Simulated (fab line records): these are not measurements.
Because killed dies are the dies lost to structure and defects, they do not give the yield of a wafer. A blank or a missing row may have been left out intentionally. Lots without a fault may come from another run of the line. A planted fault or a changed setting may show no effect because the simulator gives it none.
fab line records    flow n5Finfet
record lots=7  wafers=21
route steps=1938 shown BEOL_M12@1609 BEOL_M13@1662 BEOL_M14@1716 MIM_TOP@1838 TV_OPEN@1888
startH: hours from the record's first day to the start of the lot's first wafer shown    waitH: hours since the lot's step before    " as in the row above    L1.1+2: a single row standing in for several wafers    - value missing, or start not given    * or withheld: withheld    < > ~ a bound
route shown NAME@n: names a module that has steps shown in the file, with the first one's number in the route    usual: the fault-free wafers' mean and standard deviation    same: alike in all rows    chamber/n: place in a boat    sites: each site's reading    _std_site: how widely they spread, as a standard deviation    _edge_site: the outer-site mean with the inner-site mean subtracted    radiusMm: how far each site lies from the wafer's centre    mask NAME#n: copy n    behind: tool/chamber where the wafer was last shaped    hold: reason for holding the lot/hours on hold/outcome of the hold    device: which transistor (n, p or np) failed to switch    end of line: at the end of the route, the tests of the same wafers    for a step that has no rows: nothing shown but its recipe    killed: dies lost to structure and defects at the first sort, not the wafer's yield    map: shows each die of a wafer: x if killed, . if not, _ if none is there
set.NAME: the setting as run; set.NAME@STEP: as run at that earlier step    model.NAME: the simulator's own value behind a step, which no gauge read
lots whose settings were changed on purpose; a table a step, a row a wafer
## steps
# step N5_BEOL_M12_PEB_08
# recipe pebTempC=130  pebTimeS=90
lot.wafer   tool           chamber  startH  waitH  set.pebTempC
L078.1+6    lithoTrack-03  0        243.85  0.1    132.2
L078.2      "              0        "       "      130
L077.3+5+6  lithoTrack-02  0        244.33  0.0    130
L082.3+4    lithoTrack-02  0        274.27  0.0    128
L082.5      "              0        "       "      130
L090.1+6    lithoTrack-04  0        331.75  0.1    130
L090.3      "              0        "       "      131
L092.1+2+6  lithoTrack-03  0        347.97  0.1    130
L095.3+5    lithoTrack-04  0        352.22  0.0    130
L095.6      "              0        "       "      132.4
L094.3+4+6  lithoTrack-04  0        354.44  0.0    130
# step N5_BEOL_M12_DEVELOP_09
# recipe developTimeS=45  rinseLiquid=diw  dry=airSpin  devTempC=21
# step N5_BEOL_M12_HARDBAKE_14
# recipe tempC=130  timeS=120
# step N5_BEOL_M12_CD_MEAS_10
# recipe targetCdNm=140  landingEnergyEv=500  detector=seInlens  polarity=opening
# usual cdNm=141.1/1.8
lot.wafer  tool      chamber  startH  waitH  set.pebTempC@BEOL_M12_PEB_08  cdNm
L078.1     cdSem-01  0        243.96  -      132.2                         150.1
L078.2     "         0        "       "      130                           140.0
L078.6     "         0        "       "      132.2                         150.7
L077.3     cdSem-02  0        244.45  -      130                           140.0
L077.5     "         0        "       "      130                           141.5
L077.6     "         0        "       "      130                           139.3
L082.3     cdSem-01  0        274.39  -      128                           134.4
L082.4     "         0        "       "      128                           132.8
L082.5     "         0        "       "      130                           139.2
L090.1     cdSem-02  0        331.87  -      130                           138.8
L090.3     "         0        "       "      131                           140.4
L090.6     "         0        "       "      130                           141.7
L092.1     cdSem-02  0        348.09  -      130                           141.4
L092.2     "         0        "       "      130                           139.7
L092.6     "         0        "       "      130                           141.6
L095.3     cdSem-01  0        352.34  -      130                           140.4
L095.5     "         0        "       "      130                           141.3
L095.6     "         0        "       "      132.4                         149.4
L094.3     cdSem-02  0        354.55  -      130                           139.6
L094.4     "         0        "       "      130                           142.5
L094.6     "         0        "       "      130                           141.0
# step N5_BEOL_M12_STRIP_71
# recipe chemistry=postEtchResidueRemover  timeS=60  tempC=25  removerPh=withheld  removerWaterWtPct=withheld  removerFluorideWtPct=withheld
# step N5_BEOL_M12_SRD_72
# recipe timeS=30  tempC=23  rinseLiquid=diw  dry=n2Spin  spinRpm=1500  dryTimeS=30
# step N5_BEOL_M12_CD_MEAS_17
# recipe targetCdNm=140  polarity=opening
# usual cdNm=141.9/2.2
lot.wafer  tool      chamber  startH  waitH  set.pebTempC@BEOL_M12_PEB_08  cdNm
L078.1     cdSem-02  -        244.55  0.0    132.2                         152.0
L078.2     "         -        "       "      130                           141.7
L078.6     "         -        "       "      132.2                         152.4
L077.3     cdSem-02  -        245.03  0.0    130                           141.6
L077.5     "         -        "       "      130                           143.2
L077.6     "         -        "       "      130                           139.9
L082.3     cdSem-02  -        274.97  0.0    128                           134.7
L082.4     "         -        "       "      128                           134.3
L082.5     "         -        "       "      130                           140.8
L090.1     cdSem-03  -        332.55  0.0    130                           138.1
L090.3     "         -        "       "      131                           140.6
L090.6     "         -        "       "      130                           141.9
L092.1     cdSem-01  -        348.67  0.0    130                           142.2
L092.2     "         -        "       "      130                           140.2
L092.6     "         -        "       "      130                           142.7
L095.3     cdSem-01  -        352.93  0.0    130                           138.9
L095.5     "         -        "       "      130                           141.2
L095.6     "         -        "       "      132.4                         149.3
L094.3     cdSem-01  -        355.13  0.0    130                           141.9
L094.4     "         -        "       "      130                           144.6
L094.6     "         -        "       "      130                           142.2
# step N5_BEOL_M13_COAT_04
# recipe spinRpm=1625  resistThkNm=400
lot.wafer  tool           chamber  startH  waitH  set.spinRpm  model.coat_of_BEOL_M13_COAT_04.thkNm
L078.1     lithoTrack-01  0        -       -      1625         400.2
L078.2     "              0        "       "      1625         400
L078.6     "              0        "       "      1516         413.4
L077.3     lithoTrack-05  0        -       -      1676         394.4
L077.5     "              0        "       "      1625         400.6
L077.6     "              0        "       "      1625         400.8
L082.3     lithoTrack-03  0        -       -      1568         406
L082.4     "              0        "       "      1625         399.6
L082.5     "              0        "       "      1625         397.4
L090.1     lithoTrack-05  0        -       -      1727         387
L090.3     "              0        "       "      1727         388
L090.6     "              0        "       "      1727         387.4
L092.1     lithoTrack-05  0        -       -      1625         401.2
L092.2     "              0        "       "      1625         401
L092.6     "              0        "       "      1625         402.2
L095.3     lithoTrack-05  0        -       -      1672         395.2
L095.5     "              0        "       "      1625         401.2
L095.6     "              0        "       "      1672         395.8
L094.3     lithoTrack-05  0        -       -      1765         386
L094.4     "              0        "       "      1625         401.4
L094.6     "              0        "       "      1765         385.8
# step N5_BEOL_M13_EBR_06
# recipe solvent=PGMEA  ebrWidthMm=1.5
# step N5_BEOL_M13_SOFTBAKE_05
# recipe tempC=130  timeS=60
# step N5_BEOL_M13_DESCUM_15
# recipe chemistry=O2  timeS=7.9  sourcePowerW=50  biasPowerW=20  pressureMtorr=20  rfFrequencyHz=2.712e+07  tempC=40  o2FlowSccm=225
# step N5_BEOL_M13_ETCH_59
# recipe chemistry=N2/H2  target=BARC  targetDepthA=890  overetchA=267  timeS=67.9  ionEnergyEv=200  pressureMtorr=30  sourceW=840  biasW=150  n2FlowSccm=200  h2FlowSccm=200
lot.wafer  tool        chamber  startH  waitH  set.spinRpm@BEOL_M13_COAT_04  model.coat_of_BEOL_M13_COAT_04.thkNm
L078.1     rieDiel-05  2        248.76  0.0    1625                          315.6
L078.2     "           1        "       "      1625                          316.8
L078.6     "           1        "       "      1516                          330.8
L077.3     rieDiel-03  2        249.81  0.0    1676                          313.8
L077.5+6   "           0,1      "       "      1625                          318.8
L082.3     rieDiel-04  3        278.68  0.0    1568                          326.2
L082.4     "           0        "       "      1625                          317.4
L082.5     "           3        "       "      1625                          316.6
L090.1     rieDiel-05  0        338.52  0.0    1727                          303.6
L090.3+6   "           2        "       "      1727                          302.8
L092.1     rieDiel-03  3        353.72  0.0    1625                          317.4
L092.2     "           1        "       "      1625                          318.4
L092.6     "           2        "       "      1625                          320.4
L095.3     rieDiel-04  3        357.32  0.0    1672                          313.2
L095.5     "           2        "       "      1625                          319.6
L095.6     "           1        "       "      1672                          313.4
L094.3     rieDiel-05  0        359.60  0.0    1765                          302.4
L094.4     "           1        "       "      1625                          318.8
L094.6     "           1        "       "      1765                          303
# step N5_BEOL_M13_DEP_53
# recipe material=SiCN  targetThkA=500  tempC=withheld  precursor=3MS/NH3  pressureTorr=3  rfW=675  timeS=17.8
lot.wafer  tool      chamber  startH  waitH  set.timeS  model.SiCN_of_BEOL_M13_DEP_53.thkNm
L078.1+2   pecvd-03  0,1      254.99  0.0    16.07      44.6
L078.6     "         0        "       "      17.8       50.2
L077.3     pecvd-01  2        255.30  0.0    17.8       50
L077.5     "         2        "       "      16.83      47.6
L077.6     "         1        "       "      17.8       51.2
L082.3+4   pecvd-01  2,1      283.22  0.0    17.8       49.8
L082.5     "         2        "       "      15.21      43
L090.1     pecvd-01  0        343.22  0.0    17.8       50.6
L090.3     "         1        "       "      20.35      56.4
L090.6     "         1        "       "      17.8       50.4
L092.1+2   pecvd-01  1,2      357.71  0.0    17.8       49.6
L092.6     "         1        "       "      17.8       49.8
L095.3     pecvd-03  0        360.66  0.0    17.8       48.2
L095.5     "         2        "       "      17.8       50
L095.6     "         1        "       "      17.8       49.4
L094.3     pecvd-03  2        373.26  0.0    19.65      55.8
L094.4     "         1        "       "      17.8       50.2
L094.6     "         2        "       "      17.8       50.4
# step N5_BEOL_M14_ILD_DEP_00
# recipe material=SiO2  targetThkA=11193  tempC=400  precursor=TEOS/O2  pressureTorr=6.5  rfW=900  teosFlowSccm=161.4  gas=O2  flowSccm=2650  timeS=237.4
lot.wafer  tool      chamber  startH  waitH  set.tempC  model.SiO2_of_BEOL_M14_ILD_DEP_00.thkNm
L078.1     pecvd-04  0        255.12  0.0    397.3      1117
L078.2     "         1        "       "      400        1093
L078.6     "         0        "       "      397.3      1137
L077.3     pecvd-02  1        255.51  0.1    400        1139
L077.5     "         2        "       "      400        1118
L077.6     "         1        "       "      400        1131
L082.3     pecvd-02  2        283.35  0.0    400        1117
L082.4     "         2        "       "      392.5      1197
L082.5     "         1        "       "      400        1147
L090.1     pecvd-02  0        343.35  0.0    394        1160
L090.3     "         1        "       "      394        1162
L090.6     "         2        "       "      400        1123
L092.1     pecvd-02  0        357.84  0.0    400        1112
L092.2     "         1        "       "      400        1120
L092.6     "         1        "       "      400        1132
L095.3     pecvd-04  2        360.79  0.0    400        1116
L095.5     "         1        "       "      400        1127
L095.6     "         2        "       "      400        1121
L094.3     pecvd-02  1        373.39  0.0    400        1106
L094.4     "         1        "       "      400        1121
L094.6     "         2        "       "      400        1123
# step N5_BEOL_M14_THK_MEAS_01
# recipe reads=SiO2_of_BEOL_M14_ILD_DEP_00
# usual M14_ILD_THK=1124/14
lot.wafer  tool          chamber  startH  waitH  set.tempC@BEOL_M14_ILD_DEP_00  M14_ILD_THK[nm]
L078.1     filmMetro-01  -        255.39  0.2    397.3                          1116
L078.2     "             -        "       "      400                            1092
L078.6     "             -        "       "      397.3                          1137
L077.3     filmMetro-02  -        255.70  0.1    400                            1139
L077.5     "             -        "       "      400                            1119
L077.6     "             -        "       "      400                            1130
L082.3     filmMetro-02  -        283.54  0.1    400                            1117
L082.4     "             -        "       "      392.5                          1198
L082.5     "             -        "       "      400                            1146
L090.1     filmMetro-01  -        343.55  0.1    394                            1161
L090.3     "             -        "       "      394                            1163
L090.6     "             -        "       "      400                            1122
L092.1     filmMetro-01  -        358.03  0.1    400                            1112
L092.2     "             -        "       "      400                            1119
L092.6     "             -        "       "      400                            1132
L095.3     filmMetro-02  -        360.98  0.1    400                            1116
L095.5     "             -        "       "      400                            1127
L095.6     "             -        "       "      400                            1122
L094.3     filmMetro-01  -        373.58  0.1    400                            1105
L094.4     "             -        "       "      400                            1120
L094.6     "             -        "       "      400                            1124
# step N5_BEOL_M14_COAT_58
# recipe resist=BARC  tempC=205  timeS=60  spinRpm=1500  resistThkNm=89
# step N5_BEOL_M14_COAT_04
# recipe spinRpm=1704  resistThkNm=800
# step N5_BEOL_M14_DESCUM_15
# recipe chemistry=O2  timeS=7.9  sourcePowerW=50  biasPowerW=20  pressureMtorr=20  rfFrequencyHz=2.712e+07  tempC=40  o2FlowSccm=225
# step N5_BEOL_M14_ETCH_59
# recipe chemistry=N2/H2  target=BARC  targetDepthA=890  overetchA=267  timeS=67.9  ionEnergyEv=200  pressureMtorr=30  sourceW=840  biasW=150  n2FlowSccm=200  h2FlowSccm=200
# step N5_BEOL_M14_VIA_ETCH_16
# recipe chemistry=C4F8/O2/Ar  target=SiO2  heInnerTorr=15  heOuterTorr=30  targetDepthA=12313  timeS=withheld  ionEnergyEv=800  pressureMtorr=20  sourceW=1905  biasW=2040  Ar_flow_sccm=400  C4F8_flow_sccm=16  O2_flow_sccm=12  ends=cleared
lot.wafer  tool        chamber  startH  waitH  set.tempC@BEOL_M14_ILD_DEP_00  model.etch.depthNm
L078.1     rieDiel-02  3        255.98  0.0    397.3                          1117
L078.2     "           0        "       "      400                            1093
L078.6     "           0        "       "      397.3                          1137
L077.3     rieDiel-01  2        256.31  0.0    400                            1139
L077.5     "           2        "       "      400                            1118
L077.6     "           1        "       "      400                            1131
L082.3     rieDiel-06  2        284.33  0.0    400                            1117
L082.4     "           0        "       "      392.5                          1197
L082.5     "           3        "       "      400                            1147
L090.1     rieDiel-01  2        344.16  0.0    394                            1160
L090.3     "           1        "       "      394                            1162
L090.6     "           3        "       "      400                            1123
L092.1     rieDiel-02  1        358.69  0.0    400                            1112
L092.2     "           0        "       "      400                            1120
L092.6     "           0        "       "      400                            1132
L095.3     rieDiel-06  3        361.66  0.0    400                            1116
L095.5     "           0        "       "      400                            1127
L095.6     "           3        "       "      400                            1121
L094.3     rieDiel-01  2        374.19  0.0    400                            1106
L094.4     "           3        "       "      400                            1121
L094.6     "           0        "       "      400                            1123
# step N5_BEOL_M14_EXPOSE_25
# recipe maskId=M14  na=0.8  sourceShape=annular  sigmaInner=0.5  sigmaOuter=0.8  polarization=unpolarized  targetCdNm=280  doseMj=26.6
lot.wafer   tool           chamber  startH  waitH  mask   set.doseMj
L078.1+2+6  krfScanner-01  0        256.61  -      M14#0  26.6
L077.3+5+6  krfScanner-02  0        256.95  -      M14#0  25.78
L082.3      krfScanner-01  0        284.88  -      M14#0  28.35
L082.4+5    "              0        "       "      M14#0  26.6
L090.1      krfScanner-02  0        344.79  -      M14#0  27.47
L090.3+6    "              0        "       "      M14#0  26.6
L092.1+2+6  krfScanner-01  0        359.19  -      M14#0  26.6
L095.3      krfScanner-01  0        362.19  -      M14#0  28.25
L095.5+6    "              0        "       "      M14#0  26.6
L094.3+6    krfScanner-01  0        374.70  -      M14#0  27.57
L094.4      "              0        "       "      M14#0  26.6
# step N5_BEOL_M14_PEB_26
# recipe pebTempC=130  pebTimeS=90
# step N5_BEOL_M14_DEVELOP_27
# recipe developTimeS=45  rinseLiquid=diw  dry=airSpin  devTempC=21
# step N5_BEOL_M14_HARDBAKE_32
# recipe tempC=130  timeS=120
# step N5_BEOL_M14_CD_MEAS_28
# recipe targetCdNm=284.4  landingEnergyEv=500  detector=seInlens
# usual cdNm=285.6/1.8
lot.wafer  tool      chamber  startH  waitH  set.doseMj@BEOL_M14_EXPOSE_25  cdNm
L078.1     cdSem-02  0        256.78  -      26.6                           285.5
L078.2     "         0        "       "      26.6                           286.4
L078.6     "         0        "       "      26.6                           284.8
L077.3     cdSem-02  0        257.11  -      25.78                          281.4
L077.5     "         0        "       "      25.78                          280.5
L077.6     "         0        "       "      25.78                          279.0
L082.3     cdSem-01  0        285.04  -      28.35                          300.2
L082.4     "         0        "       "      26.6                           285.5
L082.5     "         0        "       "      26.6                           284.5
L090.1     cdSem-02  0        344.96  -      27.47                          291.4
L090.3     "         0        "       "      26.6                           286.3
L090.6     "         0        "       "      26.6                           284.6
L092.1     cdSem-03  0        359.36  -      26.6                           285.2
L092.2     "         0        "       "      26.6                           286.5
L092.6     "         0        "       "      26.6                           285.5
L095.3     cdSem-03  0        362.35  -      28.25                          296.3
L095.5     "         0        "       "      26.6                           286.5
L095.6     "         0        "       "      26.6                           286.0
L094.3     cdSem-01  0        374.87  -      27.57                          291.2
L094.4     "         0        "       "      26.6                           285.6
L094.6     "         0        "       "      27.57                          290.8
# step N5_BEOL_M14_DESCUM_33
# recipe chemistry=O2  timeS=7.9  sourcePowerW=50  biasPowerW=20  pressureMtorr=20  rfFrequencyHz=2.712e+07  tempC=40  o2FlowSccm=225
lot.wafer  tool        chamber  startH  waitH  set.doseMj@BEOL_M14_EXPOSE_25  model.BEOL_M14.cdNm
L078.1     rieDiel-02  0        256.87  0.0    26.6                           285.8
L078.2     "           3        "       "      26.6                           286.6
L078.6     "           1        "       "      26.6                           285
L077.3     rieDiel-06  2        257.19  0.0    25.78                          281.2
L077.5     "           1        "       "      25.78                          281
L077.6     "           0        "       "      25.78                          278.8
L082.3     rieDiel-01  0        285.36  0.3    28.35                          300.2
L082.4     "           2        "       "      26.6                           285.4
L082.5     "           0        "       "      26.6                           284.6
L090.1     rieDiel-06  2        345.34  0.3    27.47                          291.4
L090.3     "           0        "       "      26.6                           286.2
L090.6     "           3        "       "      26.6                           284.8
L092.1     rieDiel-02  0        359.45  0.0    26.6                           285
L092.2     "           1        "       "      26.6                           286.8
L092.6     "           2        "       "      26.6                           285.2
L095.3     rieDiel-06  1        362.43  0.0    28.25                          296.4
L095.5     "           2        "       "      26.6                           286.4
L095.6     "           3        "       "      26.6                           286.2
L094.3+6   rieDiel-01  2,0      374.95  0.0    27.57                          291
L094.4     "           2        "       "      26.6                           285.6
# step N5_BEOL_M14_ETCH_68
# recipe chemistry=N2/H2  target=SOC  maskMaterial=SiARC  sourceW=3000  biasW=350  tempC=40  timeS=450  ionEnergyEv=200  pressureMtorr=30  n2FlowSccm=200  h2FlowSccm=200
lot.wafer  tool        chamber  startH  waitH  set.timeS  set.doseMj@BEOL_M14_EXPOSE_25  model.BEOL_M14.cdNm  model.SiARC_of_BEOL_M14_COAT_66.thkNm
L078.1     rieDiel-02  0        257.05  0.1    450        26.6                           282                  64.2
L078.2     "           3        "       "      450        26.6                           282.2                64.4
L078.6     "           1        "       "      450        26.6                           283.4                65.6
L077.3     rieDiel-06  2        257.37  0.1    450        25.78                          277.4                65.6
L077.5     "           1        "       "      450        25.78                          276.8                63.8
L077.6     "           0        "       "      450        25.78                          273.8                65
L082.3     rieDiel-01  0        285.55  0.1    450        28.35                          291.6                65.2
L082.4     "           2        "       "      450        26.6                           278.8                65.4
L082.5     "           0        "       "      450        26.6                           277                  65
L090.1     rieDiel-06  2        345.52  0.1    450        27.47                          288.2                65.8
L090.3     "           0        "       "      450        26.6                           283                  65.6
L090.6     "           3        "       "      450        26.6                           284.2                64.8
L092.1     rieDiel-02  0        359.63  0.1    450        26.6                           280.2                65
L092.2     "           1        "       "      450        26.6                           284.2                65
L092.6     "           2        "       "      450        26.6                           278.2                64.8
L095.3     rieDiel-06  1        362.62  0.1    369.9      28.25                          289.6                72.4
L095.5     "           2        "       "      369.9      26.6                           280                  72.8
L095.6     "           3        "       "      450        26.6                           282.2                64.4
L094.3     rieDiel-01  2        375.13  0.1    450        27.57                          286.6                65.2
L094.4     "           2        "       "      503.9      26.6                           282.2                60.2
L094.6     "           0        "       "      450        27.57                          287.2                64
# step N5_BEOL_M14_STRIP_69
# recipe chemistry=N2/H2  tempC=40  n2FlowSccm=200  h2FlowSccm=200  rfFrequencyHz=6e+07
# step N5_BEOL_M14_TRENCH_ETCH_34
# recipe chemistry=C4F8/O2/Ar  target=SiO2  targetDepthA=5566.5  maskMaterial=SOC  heInnerTorr=15  heOuterTorr=30  timeS=126.9  ionEnergyEv=800  pressureMtorr=20  sourceW=1905  biasW=2040  Ar_flow_sccm=400  C4F8_flow_sccm=16  O2_flow_sccm=12
lot.wafer  tool        chamber  startH  waitH  set.doseMj@BEOL_M14_EXPOSE_25  model.BEOL_M14.cdNm
L078.1     rieDiel-02  0        257.32  0.0    26.6                           282
L078.2     "           3        "       "      26.6                           282.6
L078.6     "           1        "       "      26.6                           283.8
L077.3     rieDiel-06  2        257.65  0.0    25.78                          277.2
L077.5     "           1        "       "      25.78                          277
L077.6     "           0        "       "      25.78                          274
L082.3     rieDiel-01  0        285.82  0.0    28.35                          291.4
L082.4     "           2        "       "      26.6                           279.2
L082.5     "           0        "       "      26.6                           277.2
L090.1     rieDiel-06  2        345.80  0.0    27.47                          288.4
L090.3     "           0        "       "      26.6                           283.4
L090.6     "           3        "       "      26.6                           285.2
L092.1     rieDiel-02  0        359.91  0.0    26.6                           279.8
L092.2     "           1        "       "      26.6                           284.6
L092.6     "           2        "       "      26.6                           278
L095.3     rieDiel-06  1        362.89  0.0    28.25                          289.6
L095.5     "           2        "       "      26.6                           279.8
L095.6     "           3        "       "      26.6                           282.8
L094.3     rieDiel-01  2        375.41  0.0    27.57                          287
L094.4     "           2        "       "      26.6                           282.4
L094.6     "           0        "       "      27.57                          286.8
# step N5_MIM_TOP_SPUTTER_03
# recipe material=TiN  targetThkA=350  tempC=200  powerW=3000  chamberPressurePa=0.49996  gas=Ar  reactivePartialPa=0.37997  timeS=89.7
lot.wafer  tool           chamber  startH  waitH  set.timeS  model.TiN_of_MIM_TOP_SPUTTER_03.thkNm
L078.1+6   pvdSputter-03  -        272.36  0.0    89.7       36
L078.2     "              -        "       "      82.27      32.6
L077.3+5   pvdSputter-03  -        275.14  0.0    89.7       34.8
L077.6     "              -        "       "      89.7       35
L082.3+5   pvdSputter-03  -        297.93  0.0    94.56      37
L082.4     "              -        "       "      89.7       35.2
L090.1     pvdSputter-03  -        356.45  0.0    89.7       35.6
L090.3+6   "              -        "       "      89.7       35.2
L092.1     pvdSputter-02  -        380.85  0.0    89.7       34.6
L092.2+6   "              -        "       "      89.7       35
L095.3     pvdSputter-02  -        382.07  0.0    89.7       34.8
L095.5     "              -        "       "      89.7       35.6
L095.6     "              -        "       "      89.7       35.2
L094.3     pvdSputter-02  -        388.12  0.0    89.7       35
L094.4     "              -        "       "      89.7       35.4
L094.6     "              -        "       "      81.5       31.8
# step N5_PASSIVATION_VIA_ETCH_13
# recipe chemistry=CHF3/O2  target=SiO2  targetDepthA=6600  CHF3_flow_sccm=50  O2_flow_sccm=5  Ar_flow_sccm=200  timeS=330  maskMaterial=PR  pressureMtorr=30  sourceW=650  biasW=170  ionEnergyEv=200  ends=cleared
# usual rfVppV=521/10
lot.wafer  tool        chamber  startH  waitH  set.biasW  rfVppV
L078.1     rieDiel-04  3        275.41  0.0    170        521
L078.2     "           0        "       "      170        519
L078.6     "           3        "       "      170        520
L077.3     rieDiel-03  3        281.16  0.0    170        538
L077.5     "           3        "       "      170        537
L077.6     "           0        "       "      170        538
L082.3     rieDiel-05  2        301.43  0.0    170        506
L082.4     "           1        "       "      170        510
L082.5     "           3        "       "      170        517
L090.1     rieDiel-03  3        361.31  0.0    170        538
L090.3     "           1        "       "      170        517
L090.6     "           1        "       "      189.8      562
L092.1     rieDiel-05  0        384.37  0.0    170        518
L092.2     "           1        "       "      170        510
L092.6     "           1        "       "      170        512
L095.3     rieDiel-04  0        386.81  0.0    170        519
L095.5     "           3        "       "      180.9      547
L095.6     "           2        "       "      170        517
L094.3     rieDiel-04  2        391.63  0.0    170        518
L094.4     "           0        "       "      170        518
L094.6     "           3        "       "      170        519
## key
split step=N5_BEOL_M12_PEB_08  setting=pebTempC  stated=130  by=wafer
response step=N5_BEOL_M12_CD_MEAS_10  reading=cdNm  change=+4.6  per=1%  r=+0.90
response step=N5_BEOL_M12_CD_MEAS_17  reading=cdNm  change=+4.89  per=1%  r=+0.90
split step=N5_BEOL_M13_COAT_04  setting=spinRpm  stated=1625  by=wafer
response step=N5_BEOL_M13_COAT_04  reading=model.coat_of_BEOL_M13_COAT_04.thkNm  change=-1.91  per=1%  r=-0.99
response step=N5_BEOL_M13_ETCH_59  reading=model.coat_of_BEOL_M13_COAT_04.thkNm  change=-2.02  per=1%  r=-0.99
split step=N5_BEOL_M13_DEP_53  setting=timeS  stated=17.8  by=wafer
response step=N5_BEOL_M13_DEP_53  reading=model.SiCN_of_BEOL_M13_DEP_53.thkNm  change=+0.48  per=1%  r=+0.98
split step=N5_BEOL_M14_ILD_DEP_00  setting=tempC  stated=400  by=wafer
response step=N5_BEOL_M14_ILD_DEP_00  reading=model.SiO2_of_BEOL_M14_ILD_DEP_00.thkNm  change=-32.7  per=1%  r=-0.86
response step=N5_BEOL_M14_THK_MEAS_01  reading=M14_ILD_THK  change=-33.2  per=1%  r=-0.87
response step=N5_BEOL_M14_VIA_ETCH_16  reading=model.etch.depthNm  change=-32.7  per=1%  r=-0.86
split step=N5_BEOL_M14_EXPOSE_25  setting=doseMj  stated=26.6  by=wafer
response step=N5_BEOL_M14_CD_MEAS_28  reading=cdNm  change=+1.91  per=1%  r=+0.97
response step=N5_BEOL_M14_DESCUM_33  reading=model.BEOL_M14.cdNm  change=+1.91  per=1%  r=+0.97
response step=N5_BEOL_M14_ETCH_68  reading=model.BEOL_M14.cdNm  change=+1.66  per=1%  r=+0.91
response step=N5_BEOL_M14_TRENCH_ETCH_34  reading=model.BEOL_M14.cdNm  change=+1.59  per=1%  r=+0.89
split step=N5_BEOL_M14_ETCH_68  setting=timeS  stated=450  by=wafer
response step=N5_BEOL_M14_ETCH_68  reading=model.SiARC_of_BEOL_M14_COAT_66.thkNm  change=-0.432  per=1%  r=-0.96
split step=N5_MIM_TOP_SPUTTER_03  setting=timeS  stated=89.7  by=wafer
response step=N5_MIM_TOP_SPUTTER_03  reading=model.TiN_of_MIM_TOP_SPUTTER_03.thkNm  change=+0.38  per=1%  r=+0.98
split step=N5_PASSIVATION_VIA_ETCH_13  setting=biasW  stated=170  by=wafer
response step=N5_PASSIVATION_VIA_ETCH_13  reading=rfVppV  change=+3.32  per=1%  r=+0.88
